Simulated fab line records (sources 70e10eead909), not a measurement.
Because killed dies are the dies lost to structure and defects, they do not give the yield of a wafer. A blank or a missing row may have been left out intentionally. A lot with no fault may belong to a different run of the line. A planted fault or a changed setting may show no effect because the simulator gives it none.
fab line records ; flow nandHarc ; part 2 of 2: steps 5 to 6 of 6
record: lots: 20; wafers: 60; lastDay: 34
route steps=1302 shown A_STAIRCASE@651
lots that met no fault: from a run of the same line without faults
startH: the number of hours between the record's first day and the start of the first shown wafer of the lot ; waitH: time in hours since the lot's previous step ; " as in the row above ; L1.1+2: a single row standing in for several wafers ; - either no value or no given start ; * or withheld: withheld ; < > ~ a bound
route shown NAME@n: names a module that has steps shown in the file, with the first one's number in the route ; usual: mean and standard deviation over wafers with no fault ; same: alike in all rows ; chamber/n: place in a boat ; sites: readings site by site ; _std_site: the standard deviation of these ; _edge_site: the outer-site mean with the inner-site mean subtracted ; radiusMm: how far each site lies from the wafer's centre ; mask NAME#n: copy n ; behind: the last tool/chamber to shape the wafer ; hold: what put the lot on hold/how long, in hours/how the hold closed ; device: the transistor (n, p or np) that didn't switch ; end of line: the tests these same wafers got at the end of their route ; where a step has no rows: the recipe by itself ; killed: not the wafer's yield, but the dies lost to structure and defects at the first sort ; map: shows each die of a wafer: x if killed, . if not, _ if none is there
set.NAME: setting as actually run; set.NAME@STEP: the setting as run at that earlier step ; model.NAME: the simulator's own value behind a step, which no gauge read
steps of the route over a sample of lots; a table a step, a row a wafer
services: the hour from which a tool's chamber was out of use, counted from the record's first day as startH (under 0 if before that day), plus the number of hours and why
== steps ==
step: NHARC_A_STAIRCASE_ETCH_223
recipe: targetDepthA: 1000; timeS: 40.5; ionEnergyEv: 400; c4f8FlowSccm: 20; o2FlowSccm: 10; arFlowSccm: withheld; rfW: 600; biasW: 1000; chemistry: C4F8/O2
usual: biasW: 1000/3.1; oesProductAu: 0.943/0.012; rfVppV: 897/7.1
lot.wafer;tool;chamber;startH;waitH;biasW;oesProductAu;rfHoursCounterH;rfVppV
L074.3;rieDiel-13;1;-;-;996;0.957;8;903
L074.4;rieDiel-13;2;-;-;1000;0.947;7;905
L074.5;rieDiel-13;0;-;-;1002;0.947;-;891
L077.3;rieDiel-05;2;-;-;1000;0.961;50;894
L077.2;rieDiel-05;0;-;-;1000;0.955;48;886
L077.1;rieDiel-05;1;-;-;1001;0.954;48;904
L076.4;rieDiel-08;1;-;-;1001;0.930;2;904
L076.3;rieDiel-08;2;-;-;1003;0.948;2;907
L076.5;rieDiel-08;0;-;-;1004;0.947;-;893
L078.1;rieDiel-13;1;-;-;1001;0.947;14;904
L078.2;rieDiel-13;2;-;-;1005;0.932;14;903
L078.6;rieDiel-13;1;-;-;1002;0.946;-;903
L079.3;rieDiel-13;3;-;-;997;0.937;15;887
L079.2;rieDiel-13;1;-;-;998;0.951;25;905
L079.5;rieDiel-13;0;-;-;998;0.950;-;889
L081.1;rieDiel-13;3;-;-;1003;0.932;16;888
L081.4;rieDiel-13;0;-;-;996;0.941;26;889
L081.2;rieDiel-13;1;-;-;1001;0.950;26;903
L080.2;rieDiel-13;1;-;-;997;0.941;26;903
L080.3;rieDiel-13;2;-;-;1004;0.943;24;904
L080.4;rieDiel-13;0;-;-;1003;0.933;27;888
L082.1;rieDiel-05;0;-;-;1004;0.955;8;905
L082.3;rieDiel-05;1;-;-;1005;0.924;10;905
L082.5;rieDiel-05;1;-;-;1001;0.924;-;905
L083.1;rieDiel-08;2;-;-;1005;0.944;19;905
L083.3;rieDiel-08;0;-;-;1003;0.957;19;894
L083.6;rieDiel-08;1;-;-;1003;0.948;-;902
L085.2;rieDiel-13;0;-;-;997;0.933;44;889
L085.1;rieDiel-13;2;-;-;999;0.965;38;904
L085.5;rieDiel-13;0;-;-;999;0.938;-;888
L086.3;rieDiel-13;1;-;-;995;0.956;42;904
L086.2;rieDiel-13;0;-;-;996;0.941;48;888
L086.5;rieDiel-13;1;-;-;1000;0.942;-;903
L087.2;rieDiel-05;0;-;-;996;0.950;27;906
L087.6;rieDiel-05;3;-;-;999;0.935;-;895
L087.5;rieDiel-05;0;-;-;1002;0.951;-;904
L088.2;rieDiel-08;0;-;-;996;0.959;38;893
L088.3;rieDiel-08;2;-;-;1000;0.934;36;904
L088.5;rieDiel-08;0;-;-;999;0.945;-;894
L089.3;rieDiel-05;1;-;-;1001;0.934;32;905
L089.2;rieDiel-05;2;-;-;1003;0.956;38;892
L089.1;rieDiel-05;3;-;-;998;0.951;38;894
L090.3;rieDiel-13;3;-;-;998;0.946;47;888
L090.6;rieDiel-13;1;-;-;1000;0.956;-;903
L090.5;rieDiel-13;2;-;-;998;0.951;-;904
L093.4;rieDiel-13;2;-;-;1007;0.940;10;904
L093.2;rieDiel-13;3;-;-;1002;0.948;7;886
L093.5;rieDiel-13;0;-;-;999;0.935;-;889
L095.3;rieDiel-13;0;-;-;1001;0.936;12;888
L095.1;rieDiel-13;2;-;-;1003;0.940;17;903
L095.5;rieDiel-13;3;-;-;1003;0.957;-;888
L094.1;rieDiel-08;3;-;-;997;0.932;6;896
L094.3;rieDiel-08;1;-;-;1003;0.936;9;904
L094.4;rieDiel-08;1;-;-;1001;0.941;-;904
L096.1;rieDiel-13;3;-;-;1001;0.937;15;886
L096.4;rieDiel-13;1;-;-;1001;0.974;17;902
L096.3;rieDiel-13;2;-;-;1003;0.961;19;904
L097.3;rieDiel-13;0;-;-;1003;0.914;21;889
L097.4;rieDiel-13;3;-;-;1001;0.945;22;888
L097.6;rieDiel-13;1;-;-;1001;0.943;-;902
step: NHARC_A_STAIRCASE_TRIM_224
recipe: timeS: 211.2; o2FlowSccm: 500; arFlowSccm: 0; biasW: 0; chemistry: O2
usual: drypumpMotorCurrentA: 5.9/0.39; mfcArSccm: 0.009/0.011; oesProductAu: 1.003/0.011; rfVppV: 57.9/1; showerheadPlenumPTorr: 3.56/0.2; throttleValvePct: 17.037/0.0096
same: biasW: 0
lot.wafer;tool;chamber;startH;waitH;drypumpMotorCurrentA;mfcArSccm;oesProductAu;rfHoursCounterH;rfVppV;showerheadPlenumPTorr;throttleValvePct
L074.3;rieDiel-13;2;-;-;5.7;0.007;1.009;8;59.5;3.77;17.045
L074.4;rieDiel-13;3;-;-;5.9;0;0.996;0;57.2;3.31;17.034
L074.5;rieDiel-13;1;-;-;6.6;0.020;1.007;-;58.1;3.74;17.046
L077.1;rieDiel-05;1;-;-;6.2;0;1.002;48;59.8;3.78;17.036
L077.2;rieDiel-05;3;-;-;6.0;0.029;1.021;35;57.6;3.50;17.035
L077.3;rieDiel-05;0;-;-;5.6;0;1.013;48;58.5;3.27;17.048
L076.3;rieDiel-08;1;-;-;6.3;0;1.000;2;57.4;3.78;17.019
L076.4;rieDiel-08;3;-;-;5.2;0;0.993;2;58.3;3.54;17.045
L076.5;rieDiel-08;2;-;-;6.0;0.017;1.005;-;57.4;3.81;17.035
L078.1;rieDiel-13;3;-;-;5.9;0;0.994;6;57.7;3.31;17.027
L078.2;rieDiel-13;1;-;-;6.7;0.020;1.016;14;57.8;3.74;17.020
L078.6;rieDiel-13;3;-;-;5.9;0;0.997;-;56.3;3.31;17.048
L079.2;rieDiel-13;1;-;-;6.6;0.020;1.017;25;58.7;3.73;17.029
L079.3;rieDiel-13;3;-;-;5.9;0;0.994;15;55.8;3.31;17.027
L079.5;rieDiel-13;1;-;-;6.6;0.020;1.012;-;57.9;3.73;17.049
L081.4;rieDiel-13;3;-;-;5.9;0;0.998;16;56.6;3.31;17.031
L081.2;rieDiel-13;0;-;-;5.6;0;0.998;26;57.9;3.33;17.026
L081.1;rieDiel-13;1;-;-;6.6;0.020;1.016;26;57.5;3.73;17.036
L080.3;rieDiel-13;2;-;-;5.7;0.007;1.008;24;57.8;3.76;17.043
L080.4;rieDiel-13;3;-;-;5.9;0;1.008;16;57.6;3.31;17.026
L080.2;rieDiel-13;0;-;-;5.6;0;1.004;27;57.6;3.33;17.036
L082.3;rieDiel-05;2;-;-;5.8;0.031;1.005;12;57.5;3.44;17.053
L082.1;rieDiel-05;3;-;-;6.0;0.029;1.004;10;57.9;3.49;17.033
L082.5;rieDiel-05;1;-;-;6.2;0;0.988;-;58.6;3.77;17.035
L083.3;rieDiel-08;2;-;-;6.0;0.017;1.015;19;57.6;3.80;17.038
L083.1;rieDiel-08;3;-;-;5.2;0;1.022;19;59.3;3.53;17.043
L083.6;rieDiel-08;1;-;-;6.3;0;1.000;-;57.8;3.77;17.043
L085.2;rieDiel-13;0;-;-;5.6;0;0.998;44;58.2;3.32;17.026
L085.1;rieDiel-13;3;-;-;5.9;0;1.001;29;58.1;3.30;17.037
L085.5;rieDiel-13;1;-;-;6.6;0.020;1.013;-;56.4;3.72;17.029
L086.3;rieDiel-13;2;-;-;5.7;0.007;1.002;43;57.9;3.75;17.025
L086.2;rieDiel-13;3;-;-;5.9;0;1.007;35;57.3;3.30;17.044
L086.5;rieDiel-13;1;-;-;6.6;0.020;1.028;-;57.8;3.72;17.031
L087.2;rieDiel-05;2;-;-;5.8;0.031;1.003;32;57.2;3.43;17.034
L087.6;rieDiel-05;3;-;-;6.0;0.029;1.000;-;57.5;3.48;17.044
L087.5;rieDiel-05;0;-;-;5.6;0;1.017;-;59.0;3.79;17.034
L088.2;rieDiel-08;3;-;-;5.2;0;1.005;39;57.8;3.52;17.035
L088.3;rieDiel-08;1;-;-;6.3;0;1.008;35;60.1;3.76;17.058
L088.5;rieDiel-08;3;-;-;5.2;0;1.002;-;56.7;3.52;17.021
L089.1;rieDiel-05;1;-;-;6.2;0;0.991;32;56.5;3.76;17.044
L089.2;rieDiel-05;2;-;-;5.8;0.031;1.007;38;57.7;3.42;17.025
L089.3;rieDiel-05;3;-;-;6.0;0.029;1.011;38;57.5;3.47;17.053
L090.3;rieDiel-13;2;-;-;5.7;0.007;0.999;56;58.4;3.74;17.031
L090.6;rieDiel-13;0;-;-;5.6;0;0.997;-;58.0;3.32;17.044
L090.5;rieDiel-13;1;-;-;6.6;0.020;1.010;-;57.0;3.72;17.053
L093.2;rieDiel-13;3;-;-;5.9;0;0.993;7;57.1;3.29;17.041
L093.4;rieDiel-13;2;-;-;5.8;0.007;0.993;10;59.1;3.74;17.024
L093.5;rieDiel-13;3;-;-;5.9;0;0.996;-;57.2;3.29;17.032
L095.3;rieDiel-13;1;-;-;6.6;0.020;1.025;15;59.4;3.71;17.025
L095.1;rieDiel-13;0;-;-;5.6;0;0.970;12;57.2;3.31;17.038
L095.5;rieDiel-13;1;-;-;6.6;0.020;1.014;-;58.7;3.71;17.054
L094.1;rieDiel-08;3;-;-;5.2;0;1.013;6;59.5;3.51;17.044
L094.3;rieDiel-08;1;-;-;6.3;0;1.010;9;56.6;3.74;17.065
L094.4;rieDiel-08;2;-;-;6.0;0.017;1.006;-;59.2;3.78;17.026
L096.4;rieDiel-13;1;-;-;6.6;0.020;1.019;17;59.3;3.71;17.029
L096.1;rieDiel-13;2;-;-;5.7;0.007;0.988;19;60.0;3.73;17.042
L096.3;rieDiel-13;0;-;-;5.6;0;0.979;13;56.7;3.31;17.027
L097.4;rieDiel-13;0;-;-;5.6;0;0.987;22;57.7;3.31;17.052
L097.3;rieDiel-13;2;-;-;5.8;0.007;0.987;25;59.3;3.73;17.039
L097.6;rieDiel-13;1;-;-;6.6;0.020;1.008;-;57.5;3.70;17.024
== services ==
tool;chamber;startH;hours;kind
rieDiel-13;-;342.15;9.0;pm
rieDiel-13;0;342.15;9.0;ventCycle
rieDiel-13;1;342.15;9.0;ventCycle
rieDiel-13;2;342.15;9.0;ventCycle
rieDiel-13;3;342.15;9.0;ventCycle
rieDiel-13;0;351.15;-;clean
rieDiel-13;1;351.15;-;clean
rieDiel-13;2;351.15;-;clean
rieDiel-13;3;351.15;-;clean
rieDiel-08;1;362.56;14.8;repair
rieDiel-13;3;367.62;6.2;repair
rieDiel-08;-;367.80;9.0;pm
rieDiel-13;0;375.66;-;clean
rieDiel-13;1;375.66;-;clean
rieDiel-13;2;375.66;-;clean
rieDiel-13;3;375.66;-;clean
rieDiel-13;0;400.52;-;clean
rieDiel-13;1;400.52;-;clean
rieDiel-13;2;400.52;-;clean
rieDiel-13;3;400.52;-;clean
rieDiel-05;-;407.60;9.0;pm
rieDiel-13;1;446.38;4.5;repair
rieDiel-08;-;544.85;9.0;pm
rieDiel-05;-;583.25;28.3;repair
